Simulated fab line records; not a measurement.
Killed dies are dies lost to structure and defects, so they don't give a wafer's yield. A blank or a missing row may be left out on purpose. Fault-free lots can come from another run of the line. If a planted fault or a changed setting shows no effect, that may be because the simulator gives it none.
A lot that was struck, set against a sound lot | flow nandHarc | 43 out of 1302 route steps
Sound: the wafers L645.3, L645.4, L645.6. Wafers L653.2, L653.4, L653.5 were the ones struck. The cause comes at the end.
For every step that has rows: the tool of each side, followed by ch and its chambers, followed by its first start. Under that, the readings that differ: sound wafers | struck wafers | difference of the means | sigmas: that difference in standard deviations of wafers without a fault.
alike: a reading whose means differ by less than 2 such deviations, as well as words and numbers matching on both sides. not compared: withheld readings; readings where some wafer has no value; bounds like >300 that might hide an equal value; numbers whose values overlap and for which the record gives no deviation.
The two part at a step that has a row with sigmas, a row that says differs or no value, or rows on one side only. When numbers do not overlap yet have no deviation, they are printed without sigmas and do not part them. A reading that every wafer of one side lacks parts them only if that side has two wafers or more.

first, 3 steps without rows for these wafers: NHARC_A_CONTACT_ETCH_131 (etches the open film in C4F8/O2/Ar, time 197 s, target depth 1918 nm); NHARC_A_CONTACT_ETCH_132 (etches the open film in C4F8/O2/Ar, time 197 s, target depth 1924 nm); NHARC_A_CONTACT_ETCH_133 (etches the open film in C4F8/O2/Ar, time 374 s, target depth 1610 nm).
NHARC_A_CONTACT_ETCH_91: etches the open film in CH3F/O2, target depth 40 nm, time 85.7 s.
  sound on rieDiel-12 ch 0,1,3, day 24 23:08; struck on rieDiel-12 ch 0,1,3, day 27 19:26
  alike: biasW, drypumpMotorCurrentA, oesProductAu, rfVppV, showerheadPlenumPTorr, throttleValvePct
  not compared: rfHoursCounterH
then, 1 step without rows for these wafers: NHARC_A_CONTACT_ETCH_97 (etches the open film in C4F6/O2, target depth 20 nm, time 10 s).
NHARC_A_CONTACT_CD_MEAS_80:
  sound on cdSem-01, day 24 23:22; struck on cdSem-02, day 27 19:39
  alike: cdNm
then, 3 steps without rows for these wafers: NHARC_A_CONTACT_STRIP_103 (strips in N2/H2); NHARC_A_CONTACT_STRIP_104 (strips in CF4/CHF3); NHARC_A_CONTACT_STRIP_105 (strips in O2/COS).
NHARC_A_CONTACT_ETCH_106: etches the open film in CF4/O2, target depth 90 nm, overetch 9 nm, time 49.5 s.
  sound on rieDiel-10 ch 0,2,3, day 24 23:40; struck on rieDiel-12 ch 0,2,3, day 27 19:57
  alike: biasW, cf4FlowSccm, drypumpMotorCurrentA, oesProductAu, rfVppV, showerheadPlenumPTorr, throttleValvePct
  not compared: rfHoursCounterH
then, 2 steps without rows for these wafers: NHARC_A_CONTACT_STRIP_82 (strips in O2); NHARC_A_CONTACT_STRIP_83 (strips in post etch residue remover, time 600 s).
NHARC_A_CONTACT_DEP_84: deposits aC, target thk 2800 nm.
  sound on aclDep-03 ch 0, day 25 00:56; struck on aclDep-01 ch 0, day 27 20:53
  alike: throttleValvePct
NHARC_A_CONTACT_DEP_85: deposits SiON, target thk 60 nm.
  sound on pecvd-01 ch 1,2, day 25 02:05; struck on pecvd-03 ch 0, day 27 22:22
reading            | sound          | struck         | difference | sigmas
showerheadVppV (V) | 1036 1134 1041 | 1172 1179 1165 | +102       | +2
  alike: heaterPowerW
then, 10 steps without rows for these wafers: NHARC_A_CONTACT_DEHYDRATE_00 (time 120 s); NHARC_A_CONTACT_HMDS_01 (time 30 s); NHARC_A_CONTACT_COAT_86 (time 75 s); NHARC_A_CONTACT_COAT_87 (time 65 s); NHARC_A_CONTACT_COAT_02 (resist thk 90 nm); NHARC_A_CONTACT_SOFTBAKE_03 (time 55 s); NHARC_A_CONTACT_EBR_04; NHARC_A_CONTACT_EXPOSE_05 (exposes mask A CC); NHARC_A_CONTACT_PEB_06 (peb time 65 s); NHARC_A_CONTACT_DEVELOP_07 (develop time 35 s).
NHARC_A_CONTACT_CD_MEAS_08: target cd 200 nm.
  sound on cdSem-03 ch 0, day 25 02:42; struck on cdSem-03 ch 0, day 27 23:02
  alike: cdNm
NHARC_A_CONTACT_OVL_MEAS_09:
  sound on overlay-02, day 25 02:47; struck on overlay-02, day 27 23:08
  alike: overlayXNm, overlayYNm
NHARC_A_CONTACT_INSPECT_10:
  sound on defectInspect-02, day 25 02:49; struck on defectInspect-01, day 27 23:10
  alike: rawDefectCount
then, 5 steps without rows for these wafers: NHARC_A_CONTACT_DESCUM_13 (chemistry O2, time 3 s); NHARC_A_CONTACT_ETCH_88 (etches the open film in CF4, target depth 39 nm, time 65 s); NHARC_A_CONTACT_ETCH_89 (etches the open film in N2/H2, target depth 260 nm, time 475.3 s); NHARC_A_CONTACT_ETCH_30 (etches the open film in CF4/CHF3, target depth 72.6 nm, time 36.3 s); NHARC_A_CONTACT_ETCH_31 (etches the open film in O2/COS, target depth 2800 nm, time 728 s).
NHARC_A_CONTACT_ETCH_134: etches the open film in C4F8/O2/Ar, time 140 s, target depth 700 nm.
  sound on harCapEtch-02 ch 0,1, day 25 04:04; struck on harCapEtch-01 ch 1, day 28 00:21
  not compared: rfHoursCounterH
NHARC_A_CONTACT_ETCH_135: etches the open film in C4F8/O2/Ar, time 311 s, target depth 1912 nm.
  sound on harCapEtch-02 ch 0,1, day 25 04:17; struck on harCapEtch-01 ch 1, day 28 00:33
  not compared: rfHoursCounterH
then, 6 steps without rows for these wafers: NHARC_A_CONTACT_ETCH_136 (etches the open film in C4F8/O2/Ar, time 311 s, target depth 1912 nm); NHARC_A_CONTACT_ETCH_137 (etches the open film in C4F8/O2/Ar, time 311 s, target depth 1912 nm); NHARC_A_CONTACT_ETCH_138 (etches the open film in C4F8/O2/Ar, time 311 s, target depth 1914 nm); NHARC_A_CONTACT_ETCH_139 (etches the open film in C4F8/O2/Ar, time 195 s, target depth 840 nm); NHARC_A_CONTACT_ETCH_92 (etches the open film in CH3F/O2, target depth 40 nm, time 85.7 s); NHARC_A_CONTACT_ETCH_98 (etches the open film in C4F6/O2, target depth 20 nm, time 10 s).
NHARC_A_CONTACT_CD_MEAS_15:
  sound on cdSem-02, day 25 06:05; struck on cdSem-01, day 28 02:25
  alike: cdNm
then, 1 step without rows for these wafers: NHARC_A_CONTACT_STRIP_107 (strips in N2/H2).
-- break in the record here, with 2 days between the starts of the struck wafers on either side (left off in module A_CONTACT, picked up again in module END, where the first step shown is number 1302 on the route) --
NHARC_END_SORT_01:
  at this point the record logs the struck wafers (prober-02 ch 0, day 30 03:11) and has no rows for the sound ones

== WHERE THEY PART ==
At NHARC_A_CONTACT_DEP_85 first; at NHARC_END_SORT_01 last (within this record only).

WHY: the cause the simulator had injected
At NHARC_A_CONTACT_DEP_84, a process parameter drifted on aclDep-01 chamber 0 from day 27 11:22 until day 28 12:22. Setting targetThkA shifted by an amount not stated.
